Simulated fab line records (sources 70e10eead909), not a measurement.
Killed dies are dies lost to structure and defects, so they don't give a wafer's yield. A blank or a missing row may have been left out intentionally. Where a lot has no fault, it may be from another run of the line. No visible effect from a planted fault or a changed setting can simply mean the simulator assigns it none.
Which tool was responsible? || flow nand-harc || 33 wafers from 11 lots sampled at 5 of the route's 1159 steps

== WHAT THE GAUGES SHOWED, per wafer ==
NHARC_END_SORT_01. Usual: killed-at-array 28, standard deviation 9.1; killed-at-other 0.6, standard deviation 0.87; killed-at-periphery 3.4, standard deviation 2.7; killed-dies 32, standard deviation 9; killed-open 3.2, standard deviation 1.9; killed-short 2.0, standard deviation 1.3.
{"lot": "L520", "measured": "day 22 22:50", "on": "prober-02", "killed-at-array": "107 70 66", "killed-at-other": "0 0 1", "killed-at-periphery": "5 8 7", "killed-dies": "112 78 74", "killed-open": "2 3 8", "killed-short": "2 1 1", "flag": "OFF"}
{"lot": "L524", "measured": "day 23 06:07", "on": "prober-02", "killed-at-array": "59 55 64", "killed-at-other": "1 0 0", "killed-at-periphery": "0 4 3", "killed-dies": "60 59 67", "killed-open": "0 1 1", "killed-short": "3 2 4", "flag": "OFF"}

== WHAT TOOL EACH LOT RAN ON (gives the tool, then ch and the chambers of the sampled wafers, and finally the start) ==
{"lot": "L515", "NHARC_A_CHANNEL_FILL_D1_ALD_02": "ald-hk-01 ch 2,3, day 8 22:22", "NHARC_A_SGD_CUT_DESCUM_14": "rie-diel-07 ch 0,1, day 14 02:01", "NHARC_A_SGD_CUT_ETCH_15": "rie-diel-07 ch 0,3, no start", "NHARC_A_SGD_CUT_STRIP_17": "rie-diel-07 ch 0,2,3, no start"}
{"lot": "L517", "NHARC_A_CHANNEL_FILL_D1_ALD_02": "ald-hk-04 ch 0,1,3, day 9 06:46", "NHARC_A_SGD_CUT_DESCUM_14": "rie-diel-10 ch 1,2,3, day 14 02:31", "NHARC_A_SGD_CUT_ETCH_15": "rie-diel-10 ch 0,1,3, no start", "NHARC_A_SGD_CUT_STRIP_17": "rie-diel-10 ch 1,2,3, no start"}
{"lot": "L514", "NHARC_A_CHANNEL_FILL_D1_ALD_02": "ald-hk-04 ch 2,3, day 9 07:16", "NHARC_A_SGD_CUT_DESCUM_14": "rie-diel-10 ch 1,2,3, day 14 13:25", "NHARC_A_SGD_CUT_ETCH_15": "rie-diel-10 ch 1,2, no start", "NHARC_A_SGD_CUT_STRIP_17": "rie-diel-10 ch 1,2, no start"}
{"lot": "L518", "NHARC_A_CHANNEL_FILL_D1_ALD_02": "ald-hk-03 ch 1,3, day 9 13:22", "NHARC_A_SGD_CUT_DESCUM_14": "rie-diel-02 ch 0,3, day 14 14:16", "NHARC_A_SGD_CUT_ETCH_15": "rie-diel-02 ch 1,2, no start", "NHARC_A_SGD_CUT_STRIP_17": "rie-diel-02 ch 0,2,3, no start"}
{"lot": "L519", "NHARC_A_CHANNEL_FILL_D1_ALD_02": "ald-hk-04 ch 0,1,3, day 9 14:26", "NHARC_A_SGD_CUT_DESCUM_14": "rie-diel-07 ch 0,1,2, day 14 13:41", "NHARC_A_SGD_CUT_ETCH_15": "rie-diel-07 ch 1,2,3, no start", "NHARC_A_SGD_CUT_STRIP_17": "rie-diel-07 ch 0,2,3, no start"}
{"lot": "L520", "NHARC_A_CHANNEL_FILL_D1_ALD_02": "ald-hk-04 ch 0,1,2, day 10 07:56", "NHARC_A_SGD_CUT_DESCUM_14": "rie-diel-07 ch 1,2,3, day 16 11:44", "NHARC_A_SGD_CUT_ETCH_15": "rie-diel-07 ch 1,2,3, day 22 22:50 or earlier", "NHARC_A_SGD_CUT_STRIP_17": "rie-diel-07 ch 0,1,3, day 22 22:50 or earlier"}
{"lot": "L524", "NHARC_A_CHANNEL_FILL_D1_ALD_02": "ald-hk-04 ch 0,1, day 10 17:08", "NHARC_A_SGD_CUT_DESCUM_14": "rie-diel-02 ch 2,3, day 16 14:56", "NHARC_A_SGD_CUT_ETCH_15": "rie-diel-02 ch 0,2, day 23 06:07 or earlier", "NHARC_A_SGD_CUT_STRIP_17": "rie-diel-02 ch 0,2,3, day 23 06:07 or earlier"}
{"lot": "L533", "NHARC_A_CHANNEL_FILL_D1_ALD_02": "ald-hk-03 ch 1,2, day 13 01:02", "NHARC_A_SGD_CUT_DESCUM_14": "rie-diel-02 ch 1,3, day 17 23:13", "NHARC_A_SGD_CUT_ETCH_15": "rie-diel-02 ch 2,3, no start", "NHARC_A_SGD_CUT_STRIP_17": "rie-diel-02 ch 1,3, no start"}
{"lot": "L534", "NHARC_A_CHANNEL_FILL_D1_ALD_02": "ald-hk-01 ch 0,1, day 13 11:49", "NHARC_A_SGD_CUT_DESCUM_14": "rie-diel-02 ch 1,2,3, day 18 22:19", "NHARC_A_SGD_CUT_ETCH_15": "rie-diel-02 ch 0,1, no start", "NHARC_A_SGD_CUT_STRIP_17": "rie-diel-02 ch 0,1, no start"}
{"lot": "L536", "NHARC_A_CHANNEL_FILL_D1_ALD_02": "ald-hk-04 ch 0,1,3, day 13 20:17", "NHARC_A_SGD_CUT_DESCUM_14": "rie-diel-10 ch 0,1,2, day 19 10:20", "NHARC_A_SGD_CUT_ETCH_15": "rie-diel-10 ch 1,2,3, no start", "NHARC_A_SGD_CUT_STRIP_17": "rie-diel-10 ch 1,2,3, no start"}
{"lot": "L537", "NHARC_A_CHANNEL_FILL_D1_ALD_02": "ald-hk-01 ch 2,3, day 14 08:12", "NHARC_A_SGD_CUT_DESCUM_14": "rie-diel-10 ch 0,2,3, day 19 17:19", "NHARC_A_SGD_CUT_ETCH_15": "rie-diel-10 ch 0,2, no start", "NHARC_A_SGD_CUT_STRIP_17": "rie-diel-10 ch 2,3, no start"}
- NHARC_A_CHANNEL_FILL_D1_ALD_02: deposits SiO2, target thk 6 nm, pulse time 10 s, ald cycles 60.
- NHARC_A_SGD_CUT_DESCUM_14: chemistry O2, time 3 s.
- NHARC_A_SGD_CUT_ETCH_15: etches the open film in CH3F/O2, target depth 75 nm, time 64.3 s.
- NHARC_A_SGD_CUT_STRIP_17: strips in O2.

== WHAT THE TOOLS THEMSELVES READ (means of the sampled wafers that have a number; where no wafer has one, the mark that the record gives instead) ==
NHARC_A_CHANNEL_FILL_D1_ALD_02. Usual: heater-power-w 490 W, standard deviation 72; precursor-pulse-height-rel 1.001, standard deviation 0.02.
{"lot": "L515", "tool": "ald-hk-01", "heater-power-w (W)": 453, "precursor-pulse-height-rel": 0.997, "flag": ""}
{"lot": "L517", "tool": "ald-hk-04", "heater-power-w (W)": 500, "precursor-pulse-height-rel": 1.005, "flag": ""}
{"lot": "L514", "tool": "ald-hk-04", "heater-power-w (W)": 526, "precursor-pulse-height-rel": 0.988, "flag": ""}
{"lot": "L518", "tool": "ald-hk-03", "heater-power-w (W)": 469, "precursor-pulse-height-rel": 1.015, "flag": ""}
{"lot": "L519", "tool": "ald-hk-04", "heater-power-w (W)": 499, "precursor-pulse-height-rel": 1.032, "flag": ""}
{"lot": "L520", "tool": "ald-hk-04", "heater-power-w (W)": 510, "precursor-pulse-height-rel": 1.000, "flag": ""}
{"lot": "L524", "tool": "ald-hk-04", "heater-power-w (W)": 491, "precursor-pulse-height-rel": 1.007, "flag": ""}
{"lot": "L533", "tool": "ald-hk-03", "heater-power-w (W)": 492, "precursor-pulse-height-rel": 1.002, "flag": ""}
{"lot": "L534", "tool": "ald-hk-01", "heater-power-w (W)": 458, "precursor-pulse-height-rel": 0.988, "flag": ""}
{"lot": "L536", "tool": "ald-hk-04", "heater-power-w (W)": 504, "precursor-pulse-height-rel": 0.978, "flag": ""}
{"lot": "L537", "tool": "ald-hk-01", "heater-power-w (W)": 498, "precursor-pulse-height-rel": 1.008, "flag": ""}

NHARC_A_SGD_CUT_DESCUM_14. Usual: drypump-motor-current-A 5.8 A, standard deviation 0.41; oes-product-au 0.999 a.u., standard deviation 0.012; rf-vpp-V 57.7 V, standard deviation 0.98; showerhead-plenum-p-Torr 1.90 Torr, standard deviation 0.068; throttle-valve-pct 11.312 %, standard deviation 0.0091.
{"lot": "L515", "tool": "rie-diel-07", "drypump-motor-current-A (A)": 5.8, "oes-product-au (a.u.)": 1.013, "rf-vpp-V (V)": 57.1, "showerhead-plenum-p-Torr (Torr)": 1.81, "throttle-valve-pct (%)": 11.312, "flag": ""}
{"lot": "L517", "tool": "rie-diel-10", "drypump-motor-current-A (A)": 5.8, "oes-product-au (a.u.)": 0.994, "rf-vpp-V (V)": 58.2, "showerhead-plenum-p-Torr (Torr)": 1.89, "throttle-valve-pct (%)": 11.319, "flag": ""}
{"lot": "L514", "tool": "rie-diel-10", "drypump-motor-current-A (A)": 5.8, "oes-product-au (a.u.)": 0.996, "rf-vpp-V (V)": 57.9, "showerhead-plenum-p-Torr (Torr)": 1.89, "throttle-valve-pct (%)": 11.312, "flag": ""}
{"lot": "L518", "tool": "rie-diel-02", "drypump-motor-current-A (A)": 5.7, "oes-product-au (a.u.)": 1.000, "rf-vpp-V (V)": 57.6, "showerhead-plenum-p-Torr (Torr)": 1.99, "throttle-valve-pct (%)": 11.320, "flag": ""}
{"lot": "L519", "tool": "rie-diel-07", "drypump-motor-current-A (A)": 5.9, "oes-product-au (a.u.)": 1.016, "rf-vpp-V (V)": 57.2, "showerhead-plenum-p-Torr (Torr)": 1.83, "throttle-valve-pct (%)": 11.323, "flag": ""}
{"lot": "L520", "tool": "rie-diel-07", "drypump-motor-current-A (A)": 6.1, "oes-product-au (a.u.)": 1.007, "rf-vpp-V (V)": 57.7, "showerhead-plenum-p-Torr (Torr)": 1.83, "throttle-valve-pct (%)": 11.299, "flag": ""}
{"lot": "L524", "tool": "rie-diel-02", "drypump-motor-current-A (A)": 5.4, "oes-product-au (a.u.)": 0.989, "rf-vpp-V (V)": 58.5, "showerhead-plenum-p-Torr (Torr)": 1.96, "throttle-valve-pct (%)": 11.319, "flag": ""}
{"lot": "L533", "tool": "rie-diel-02", "drypump-motor-current-A (A)": 5.8, "oes-product-au (a.u.)": 0.997, "rf-vpp-V (V)": 57.6, "showerhead-plenum-p-Torr (Torr)": 1.96, "throttle-valve-pct (%)": 11.306, "flag": ""}
{"lot": "L534", "tool": "rie-diel-02", "drypump-motor-current-A (A)": 5.7, "oes-product-au (a.u.)": 0.999, "rf-vpp-V (V)": 57.4, "showerhead-plenum-p-Torr (Torr)": 1.95, "throttle-valve-pct (%)": 11.315, "flag": ""}
{"lot": "L536", "tool": "rie-diel-10", "drypump-motor-current-A (A)": 5.8, "oes-product-au (a.u.)": 1.000, "rf-vpp-V (V)": 58.2, "showerhead-plenum-p-Torr (Torr)": 1.89, "throttle-valve-pct (%)": 11.317, "flag": ""}
{"lot": "L537", "tool": "rie-diel-10", "drypump-motor-current-A (A)": 6.0, "oes-product-au (a.u.)": 0.989, "rf-vpp-V (V)": 57.1, "showerhead-plenum-p-Torr (Torr)": 1.91, "throttle-valve-pct (%)": 11.300, "flag": ""}

NHARC_A_SGD_CUT_ETCH_15. Usual: drypump-motor-current-A 5.8 A, standard deviation 0.42; oes-product-au 0.957 a.u., standard deviation 0.02; rf-fwd-power-W 495.3 W, standard deviation 2; rf-vpp-V 263.6 V, standard deviation 1.5; showerhead-plenum-p-Torr 2.45 Torr, standard deviation 0.083; throttle-valve-pct 20.663 %, standard deviation 0.0089.
{"lot": "L515", "tool": "rie-diel-07", "drypump-motor-current-A (A)": 6.0, "oes-product-au (a.u.)": 0.931, "rf-fwd-power-W (W)": 496.2, "rf-vpp-V (V)": 263.3, "showerhead-plenum-p-Torr (Torr)": 2.41, "throttle-valve-pct (%)": 20.667, "flag": ""}
{"lot": "L517", "tool": "rie-diel-10", "drypump-motor-current-A (A)": 5.5, "oes-product-au (a.u.)": 0.959, "rf-fwd-power-W (W)": 497.9, "rf-vpp-V (V)": 262.5, "showerhead-plenum-p-Torr (Torr)": 2.41, "throttle-valve-pct (%)": 20.671, "flag": ""}
{"lot": "L514", "tool": "rie-diel-10", "drypump-motor-current-A (A)": 5.6, "oes-product-au (a.u.)": 0.953, "rf-fwd-power-W (W)": 495.7, "rf-vpp-V (V)": 262.6, "showerhead-plenum-p-Torr (Torr)": 2.41, "throttle-valve-pct (%)": 20.667, "flag": ""}
{"lot": "L518", "tool": "rie-diel-02", "drypump-motor-current-A (A)": 6.0, "oes-product-au (a.u.)": 0.967, "rf-fwd-power-W (W)": 495.3, "rf-vpp-V (V)": 264.5, "showerhead-plenum-p-Torr (Torr)": 2.50, "throttle-valve-pct (%)": 20.651, "flag": ""}
{"lot": "L519", "tool": "rie-diel-07", "drypump-motor-current-A (A)": 6.1, "oes-product-au (a.u.)": 0.979, "rf-fwd-power-W (W)": 496.8, "rf-vpp-V (V)": 262.7, "showerhead-plenum-p-Torr (Torr)": 2.36, "throttle-valve-pct (%)": 20.662, "flag": ""}
{"lot": "L520", "tool": "rie-diel-07", "drypump-motor-current-A (A)": 6.0, "oes-product-au (a.u.)": 0.971, "rf-fwd-power-W (W)": 496.1, "rf-vpp-V (V)": 261.3, "showerhead-plenum-p-Torr (Torr)": 2.35, "throttle-valve-pct (%)": 20.659, "flag": ""}
{"lot": "L524", "tool": "rie-diel-02", "drypump-motor-current-A (A)": 5.4, "oes-product-au (a.u.)": 0.932, "rf-fwd-power-W (W)": 497.5, "rf-vpp-V (V)": 264.6, "showerhead-plenum-p-Torr (Torr)": 2.53, "throttle-valve-pct (%)": 20.666, "flag": ""}
{"lot": "L533", "tool": "rie-diel-02", "drypump-motor-current-A (A)": 5.4, "oes-product-au (a.u.)": 0.942, "rf-fwd-power-W (W)": 491.8, "rf-vpp-V (V)": 265.0, "showerhead-plenum-p-Torr (Torr)": 2.52, "throttle-valve-pct (%)": 20.659, "flag": ""}
{"lot": "L534", "tool": "rie-diel-02", "drypump-motor-current-A (A)": 6.2, "oes-product-au (a.u.)": 0.965, "rf-fwd-power-W (W)": 494.7, "rf-vpp-V (V)": 264.1, "showerhead-plenum-p-Torr (Torr)": 2.53, "throttle-valve-pct (%)": 20.670, "flag": ""}
{"lot": "L536", "tool": "rie-diel-10", "drypump-motor-current-A (A)": 5.8, "oes-product-au (a.u.)": 0.963, "rf-fwd-power-W (W)": 496.1, "rf-vpp-V (V)": 262.8, "showerhead-plenum-p-Torr (Torr)": 2.43, "throttle-valve-pct (%)": 20.664, "flag": ""}
{"lot": "L537", "tool": "rie-diel-10", "drypump-motor-current-A (A)": 6.2, "oes-product-au (a.u.)": 0.924, "rf-fwd-power-W (W)": 496.9, "rf-vpp-V (V)": 264.3, "showerhead-plenum-p-Torr (Torr)": 2.48, "throttle-valve-pct (%)": 20.671, "flag": ""}

NHARC_A_SGD_CUT_STRIP_17. Usual: drypump-motor-current-A 5.8 A, standard deviation 0.4; oes-product-au 1.001 a.u., standard deviation 0.012; rf-vpp-V 57.7 V, standard deviation 0.85; showerhead-plenum-p-Torr 3.50 Torr, standard deviation 0.12; throttle-valve-pct 17.037 %, standard deviation 0.0085.
{"lot": "L515", "tool": "rie-diel-07", "drypump-motor-current-A (A)": 6.1, "oes-product-au (a.u.)": 1.004, "rf-vpp-V (V)": 58.3, "showerhead-plenum-p-Torr (Torr)": 3.44, "throttle-valve-pct (%)": 17.038, "flag": ""}
{"lot": "L517", "tool": "rie-diel-10", "drypump-motor-current-A (A)": 5.8, "oes-product-au (a.u.)": 1.005, "rf-vpp-V (V)": 57.7, "showerhead-plenum-p-Torr (Torr)": 3.49, "throttle-valve-pct (%)": 17.037, "flag": ""}
{"lot": "L514", "tool": "rie-diel-10", "drypump-motor-current-A (A)": 6.1, "oes-product-au (a.u.)": 1.001, "rf-vpp-V (V)": 58.0, "showerhead-plenum-p-Torr (Torr)": 3.53, "throttle-valve-pct (%)": 17.032, "flag": ""}
{"lot": "L518", "tool": "rie-diel-02", "drypump-motor-current-A (A)": 5.6, "oes-product-au (a.u.)": 1.007, "rf-vpp-V (V)": 57.4, "showerhead-plenum-p-Torr (Torr)": 3.64, "throttle-valve-pct (%)": 17.034, "flag": ""}
{"lot": "L519", "tool": "rie-diel-07", "drypump-motor-current-A (A)": 6.1, "oes-product-au (a.u.)": 1.003, "rf-vpp-V (V)": 57.8, "showerhead-plenum-p-Torr (Torr)": 3.44, "throttle-valve-pct (%)": 17.033, "flag": ""}
{"lot": "L520", "tool": "rie-diel-07", "drypump-motor-current-A (A)": 6.0, "oes-product-au (a.u.)": 1.006, "rf-vpp-V (V)": 57.4, "showerhead-plenum-p-Torr (Torr)": 3.39, "throttle-valve-pct (%)": 17.045, "flag": ""}
{"lot": "L524", "tool": "rie-diel-02", "drypump-motor-current-A (A)": 5.6, "oes-product-au (a.u.)": 0.995, "rf-vpp-V (V)": 57.8, "showerhead-plenum-p-Torr (Torr)": 3.64, "throttle-valve-pct (%)": 17.035, "flag": ""}
{"lot": "L533", "tool": "rie-diel-02", "drypump-motor-current-A (A)": 6.1, "oes-product-au (a.u.)": 1.000, "rf-vpp-V (V)": 58.7, "showerhead-plenum-p-Torr (Torr)": 3.59, "throttle-valve-pct (%)": 17.032, "flag": ""}
{"lot": "L534", "tool": "rie-diel-02", "drypump-motor-current-A (A)": 6.2, "oes-product-au (a.u.)": 0.994, "rf-vpp-V (V)": 58.3, "showerhead-plenum-p-Torr (Torr)": 3.63, "throttle-valve-pct (%)": 17.036, "flag": ""}
{"lot": "L536", "tool": "rie-diel-10", "drypump-motor-current-A (A)": 5.8, "oes-product-au (a.u.)": 0.991, "rf-vpp-V (V)": 57.2, "showerhead-plenum-p-Torr (Torr)": 3.49, "throttle-valve-pct (%)": 17.036, "flag": ""}
{"lot": "L537", "tool": "rie-diel-10", "drypump-motor-current-A (A)": 6.2, "oes-product-au (a.u.)": 0.994, "rf-vpp-V (V)": 57.7, "showerhead-plenum-p-Torr (Torr)": 3.55, "throttle-valve-pct (%)": 17.037, "flag": ""}

== THE ANSWER, worked out from the rows above alone ==
Rule: take the mean of a lot's wafers that have a number; if it is more than 3 standard deviations from the usual mean, the lot is off. Also off: a lot with no number at a reading for which 4 or more lots have one. Where the step has rows for the other lots, those lots are counted as sound. The gauges are gone through in route order, then the tools' own readings, and for those a lot's mean is taken as printed above. At the first step where some lot is off, the reading lying furthest off is the one used; lots without a number count as furthest.
Off, at NHARC_END_SORT_01 on killed-dies: L520, L524. Neither off nor sound, because the step has no rows for them: L515, L517, L514, L518, L519, L533, L534, L536, L537.
If a tool, at a process step before that reading, ran all the lots that are off and no sound lot after the first of them, it fits. Those tools and the gauges at NHARC_END_SORT_01 are tried in the same way. NHARC_A_SGD_CUT_ETCH_15: start missing for some lots; hours and lot order therefore follow NHARC_END_SORT_01. NHARC_A_SGD_CUT_STRIP_17: start missing for some lots; hours and lot order therefore follow NHARC_END_SORT_01. Can't be told from this: 2 tools fit, ald-hk-04 at NHARC_A_CHANNEL_FILL_D1_ALD_02, prober-02 at NHARC_END_SORT_01.

== WHAT THE SIMULATOR PUT IN ==
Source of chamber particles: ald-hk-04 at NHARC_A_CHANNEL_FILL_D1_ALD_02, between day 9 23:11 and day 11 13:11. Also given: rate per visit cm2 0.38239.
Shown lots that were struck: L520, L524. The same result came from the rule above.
